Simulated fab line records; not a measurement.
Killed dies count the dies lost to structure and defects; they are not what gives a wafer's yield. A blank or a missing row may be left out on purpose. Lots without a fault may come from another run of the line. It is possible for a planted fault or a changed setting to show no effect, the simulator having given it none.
Lot-split experiment / flow n5_finfet / route with 1938 steps; 7 lots, 21 wafers read

## THE SPLIT ITSELF
At N5_BEOL_M6_HM_DEP_02 (deposits TiN, target thk 20 nm), the setting target_thk_a was moved away from the recipe's 200 angstrom on 6 of the 21 wafers read, by -11.8% to +9.7%. The other wafers ran this setting at the recipe's value.

The reading comes from the split's own step.

## THE READING
TiN_of_BEOL_M6_HM_DEP_02.thk_nm (the simulator's own value, which no gauge read), in nm, at N5_BEOL_M6_HM_DEP_02 (deposits TiN, target thk 20 nm). The file does not state a usual value for it. The 15 wafers here that ran the recipe average 19.9 nm, standard deviation 0.14 nm.

wafer=L080.1; tool, chamber at the split=pvd_sputter-01, -; target_thk_a as run, angstrom=200; against the recipe=recipe; TiN_of_BEOL_M6_HM_DEP_02.thk_nm, nm=20; against lot-mates on the recipe=-
wafer=L080.6; tool, chamber at the split=pvd_sputter-01, -; target_thk_a as run, angstrom=200; against the recipe=recipe; TiN_of_BEOL_M6_HM_DEP_02.thk_nm, nm=20; against lot-mates on the recipe=-
wafer=L080.4; tool, chamber at the split=pvd_sputter-01, -; target_thk_a as run, angstrom=176.4; against the recipe=-11.8%; TiN_of_BEOL_M6_HM_DEP_02.thk_nm, nm=17.6; against lot-mates on the recipe=-2.4
wafer=L081.3; tool, chamber at the split=pvd_sputter-03, -; target_thk_a as run, angstrom=200; against the recipe=recipe; TiN_of_BEOL_M6_HM_DEP_02.thk_nm, nm=20; against lot-mates on the recipe=-
wafer=L081.4; tool, chamber at the split=pvd_sputter-03, -; target_thk_a as run, angstrom=200; against the recipe=recipe; TiN_of_BEOL_M6_HM_DEP_02.thk_nm, nm=20; against lot-mates on the recipe=-
wafer=L081.5; tool, chamber at the split=pvd_sputter-03, -; target_thk_a as run, angstrom=219.3; against the recipe=+9.7%; TiN_of_BEOL_M6_HM_DEP_02.thk_nm, nm=22; against lot-mates on the recipe=+2.0
wafer=L085.3; tool, chamber at the split=pvd_sputter-03, -; target_thk_a as run, angstrom=185.4; against the recipe=-7.3%; TiN_of_BEOL_M6_HM_DEP_02.thk_nm, nm=18.6; against lot-mates on the recipe=no lot-mate on the recipe
wafer=L085.4; tool, chamber at the split=pvd_sputter-03, -; target_thk_a as run, angstrom=185.4; against the recipe=-7.3%; TiN_of_BEOL_M6_HM_DEP_02.thk_nm, nm=18.6; against lot-mates on the recipe=no lot-mate on the recipe
wafer=L085.5; tool, chamber at the split=pvd_sputter-03, -; target_thk_a as run, angstrom=185.4; against the recipe=-7.3%; TiN_of_BEOL_M6_HM_DEP_02.thk_nm, nm=18.6; against lot-mates on the recipe=no lot-mate on the recipe
wafer=L089.2; tool, chamber at the split=pvd_sputter-02, -; target_thk_a as run, angstrom=200; against the recipe=recipe; TiN_of_BEOL_M6_HM_DEP_02.thk_nm, nm=19.8; against lot-mates on the recipe=-
wafer=L089.4; tool, chamber at the split=pvd_sputter-02, -; target_thk_a as run, angstrom=200; against the recipe=recipe; TiN_of_BEOL_M6_HM_DEP_02.thk_nm, nm=19.6; against lot-mates on the recipe=-
wafer=L089.5; tool, chamber at the split=pvd_sputter-02, -; target_thk_a as run, angstrom=200; against the recipe=recipe; TiN_of_BEOL_M6_HM_DEP_02.thk_nm, nm=20; against lot-mates on the recipe=-
wafer=L092.1; tool, chamber at the split=pvd_sputter-02, -; target_thk_a as run, angstrom=200; against the recipe=recipe; TiN_of_BEOL_M6_HM_DEP_02.thk_nm, nm=20; against lot-mates on the recipe=-
wafer=L092.6; tool, chamber at the split=pvd_sputter-02, -; target_thk_a as run, angstrom=200; against the recipe=recipe; TiN_of_BEOL_M6_HM_DEP_02.thk_nm, nm=20; against lot-mates on the recipe=-
wafer=L092.4; tool, chamber at the split=pvd_sputter-02, -; target_thk_a as run, angstrom=191.9; against the recipe=-4.0%; TiN_of_BEOL_M6_HM_DEP_02.thk_nm, nm=19.2; against lot-mates on the recipe=-0.8
wafer=L095.3; tool, chamber at the split=pvd_sputter-02, -; target_thk_a as run, angstrom=200; against the recipe=recipe; TiN_of_BEOL_M6_HM_DEP_02.thk_nm, nm=19.8; against lot-mates on the recipe=-
wafer=L095.4; tool, chamber at the split=pvd_sputter-02, -; target_thk_a as run, angstrom=200; against the recipe=recipe; TiN_of_BEOL_M6_HM_DEP_02.thk_nm, nm=19.8; against lot-mates on the recipe=-
wafer=L095.5; tool, chamber at the split=pvd_sputter-02, -; target_thk_a as run, angstrom=200; against the recipe=recipe; TiN_of_BEOL_M6_HM_DEP_02.thk_nm, nm=19.8; against lot-mates on the recipe=-
wafer=L094.3; tool, chamber at the split=pvd_sputter-01, -; target_thk_a as run, angstrom=200; against the recipe=recipe; TiN_of_BEOL_M6_HM_DEP_02.thk_nm, nm=20.2; against lot-mates on the recipe=-
wafer=L094.4; tool, chamber at the split=pvd_sputter-01, -; target_thk_a as run, angstrom=200; against the recipe=recipe; TiN_of_BEOL_M6_HM_DEP_02.thk_nm, nm=20; against lot-mates on the recipe=-
wafer=L094.5; tool, chamber at the split=pvd_sputter-01, -; target_thk_a as run, angstrom=200; against the recipe=recipe; TiN_of_BEOL_M6_HM_DEP_02.thk_nm, nm=20; against lot-mates on the recipe=-

FIT RESULTS
A straight line over all 21 wafers: TiN_of_BEOL_M6_HM_DEP_02.thk_nm changes by +0.197 nm for each +1% of target_thk_a; r = +0.99; the points scatter about the line by 0.13 nm.
The same after taking each lot's own level away (the mean of its wafers on the recipe; 18 wafers): +0.205 nm for each +1%; r = +0.99; scatter 0.082 nm.
According to that fit, moving target_thk_a by its largest amount changes the reading by 2.4 nm.
Across the lots, their own levels run from 19.80 to 20.07 nm, a range of 1.9 times the standard deviation given above.
So the lot-to-lot level changes the slope little: the two slopes agree.
Check: with one of the wafers moved furthest among these (-11.8%) left out of the fit, the line predicts -2.42 nm for it against its lot-mates. It came out at -2.4 nm against them.

## ADDITIONAL SPLITS CARRIED BY THESE WAFERS
Note: prior to the reading, these wafers also went through further splits. Each is held against what the fit with the lots' levels taken away leaves over:
other split on the same wafers=N5_BEOL_M2_DESCUM_16 time_s; wafers away from the commonest value=6; r with TiN_of_BEOL_M6_HM_DEP_02.thk_nm (lot level and that fit taken away)=+0.06
other split on the same wafers=N5_BEOL_M3_PECVD_72 time_s; wafers away from the commonest value=8; r with TiN_of_BEOL_M6_HM_DEP_02.thk_nm (lot level and that fit taken away)=+0.04
other split on the same wafers=N5_BEOL_M3_COAT_73 spin_rpm; wafers away from the commonest value=3; r with TiN_of_BEOL_M6_HM_DEP_02.thk_nm (lot level and that fit taken away)=+0.49
other split on the same wafers=N5_BEOL_M4_COAT_62 spin_rpm; wafers away from the commonest value=7; r with TiN_of_BEOL_M6_HM_DEP_02.thk_nm (lot level and that fit taken away)=+0.01
other split on the same wafers=N5_BEOL_M5_ETCH_68 time_s; wafers away from the commonest value=7; r with TiN_of_BEOL_M6_HM_DEP_02.thk_nm (lot level and that fit taken away)=-0.03
other split on the same wafers=N5_BEOL_M5_TRENCH_ETCH_37 time_s; wafers away from the commonest value=9; r with TiN_of_BEOL_M6_HM_DEP_02.thk_nm (lot level and that fit taken away)=+0.02

## THE FILE'S OWN FIT
TiN_of_BEOL_M6_HM_DEP_02.thk_nm changes by +0.204 nm for each +1% of target_thk_a, r = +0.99.
